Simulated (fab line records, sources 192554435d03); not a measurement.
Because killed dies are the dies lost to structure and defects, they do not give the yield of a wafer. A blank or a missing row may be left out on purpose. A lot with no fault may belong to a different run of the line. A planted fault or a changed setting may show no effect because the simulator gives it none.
Matching of chambers + flow n5-finfet + N5_BEOL_M8_VIA_ETCH_34 on rie-diel-04 has 3 sister chambers
The step etches SiCOH lowk in C4F6/O2, target depth 125.5 nm, time 50.5 s. 3 wafers are shown with their chamber, then 3 later ones without.

## WAFERS WITH THEIR CHAMBER
| wafer  | chamber | drypump-motor-current-A (A) |
|--------|---------|-----------------------------|
| L091.2 | 0       | 6.03                        |
| L094.1 | 1       | 6.04                        |
| L094.2 | 3       | 6.12                        |

## WAFERS WITH NO CHAMBER GIVEN
| wafer  | drypump-motor-current-A (A) |
|--------|-----------------------------|
| L093.3 | 6.05                        |
| L093.4 | 6.14                        |
| L097.4 | 6.00                        |

## WHICH CHAMBER EACH WENT THROUGH
| wafer  | from the rows above     | in truth |
|--------|-------------------------|----------|
| L093.3 | can't be placed: 1 or 0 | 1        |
| L093.4 | 3                       | 3        |
| L097.4 | can't be placed: 0 or 1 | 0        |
1 of 3 placed correctly. These rows do not allow placing 2 (true chamber among the candidates in 2). Number placed wrongly: 0.
How it was worked out, from the rows above alone: a wafer's distance from a chamber is the root of the sum, over the readings, of the square of ((its reading less the chamber's mean) divided by the reading's scatter). If the next closest chamber is less than 2 further off than the closest, the wafer can't be placed; otherwise it belongs to the closest. Each chamber's mean is taken over the wafers shown for it. The scatter: with one shown wafer a chamber, the root of the mean of the squares of how far each hidden wafer lies from its nearest shown one.
